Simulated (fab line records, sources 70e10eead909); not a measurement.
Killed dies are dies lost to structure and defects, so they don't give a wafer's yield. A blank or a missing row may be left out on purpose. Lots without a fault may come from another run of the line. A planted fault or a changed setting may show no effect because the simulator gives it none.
Chamber matching | flow nand_harc | NHARC_P_BONDPAD_STRIP_15 on rie_diel-08: 4 sister chambers
The step strips in O2. 16 wafers are shown with their chamber, then 8 later ones without.

WAFERS WITH THEIR CHAMBER
wafer  | chamber | showerhead_plenum_p_Torr (Torr) | drypump_motor_current_A (A) | rf_vpp_V (V)
L079.2 | 3       | 3.69                            | 6.3                         | 59.2
L079.3 | 0       | 3.79                            | 5.6                         | 59.1
L079.4 | 2       | 3.65                            | 6.5                         | 57.4
L081.1 | 3       | 3.69                            | 6.3                         | 58.5
L081.5 | 1       | 3.36                            | 5.9                         | 56.5
L081.6 | 0       | 3.79                            | 5.6                         | 58.9
L084.2 | 3       | 3.69                            | 6.3                         | 58.6
L084.5 | 1       | 3.36                            | 5.9                         | 57.4
L084.6 | 0       | 3.78                            | 5.6                         | 58.4
L090.1 | 0       | 3.78                            | 5.6                         | 58.0
L090.3 | 3       | 3.69                            | 6.2                         | 57.0
L090.5 | 2       | 3.64                            | 6.5                         | 57.7
L091.4 | 0       | 3.78                            | 5.6                         | 58.8
L091.5 | 3       | 3.69                            | 6.3                         | 57.4
L091.6 | 0       | 3.78                            | 5.6                         | 59.0
L093.2 | 0       | 3.78                            | 5.6                         | 59.1

SIGNATURES (means of the wafers above)
reading                  | chamber 0 | chamber 1 | chamber 2 | chamber 3 | scatter within a chamber
showerhead_plenum_p_Torr | 3.7829    | 3.3600    | 3.6450    | 3.6900    | 0.00401
drypump_motor_current_A  | 5.600     | 5.900     | 6.500     | 6.280     | 0.0258
rf_vpp_V                 | 58.757    | 56.950    | 57.550    | 58.140    | 0.631
Rule: a wafer's distance from a chamber is the root of the sum, over the readings, of the square of ((its reading less the chamber's mean) divided by the reading's scatter). The wafer belongs to the nearest chamber; if the next one is less than 2 further off, it can't be placed. The scatter: the root of (the sum of the squares of (reading less its chamber's mean) over the shown wafers, divided by (wafers less chambers)).

WAFERS WITHOUT THEIR CHAMBER
wafer  | showerhead_plenum_p_Torr (Torr) | drypump_motor_current_A (A) | rf_vpp_V (V)
L093.5 | 3.69                            | 6.3                         | 57.8
L093.6 | 3.36                            | 5.9                         | 57.3
L094.2 | 3.64                            | 6.5                         | 57.8
L094.3 | 3.78                            | 5.6                         | 58.5
L094.5 | 3.69                            | 6.3                         | 57.7
L097.2 | 3.78                            | 5.6                         | 58.7
L097.3 | 3.64                            | 6.5                         | 58.3
L097.4 | 3.35                            | 5.9                         | 55.8

WHICH CHAMBER EACH WENT THROUGH
wafer  | from the rows above | in truth
L093.5 | 3                   | 3
L093.6 | 1                   | 1
L094.2 | 2                   | 2
L094.3 | 0                   | 0
L094.5 | 3                   | 3
L097.2 | 0                   | 0
L097.3 | 2                   | 2
L097.4 | 1                   | 1
Placed correctly: 8 of 8. Can't be placed from these rows: 0. Placed wrongly: 0.
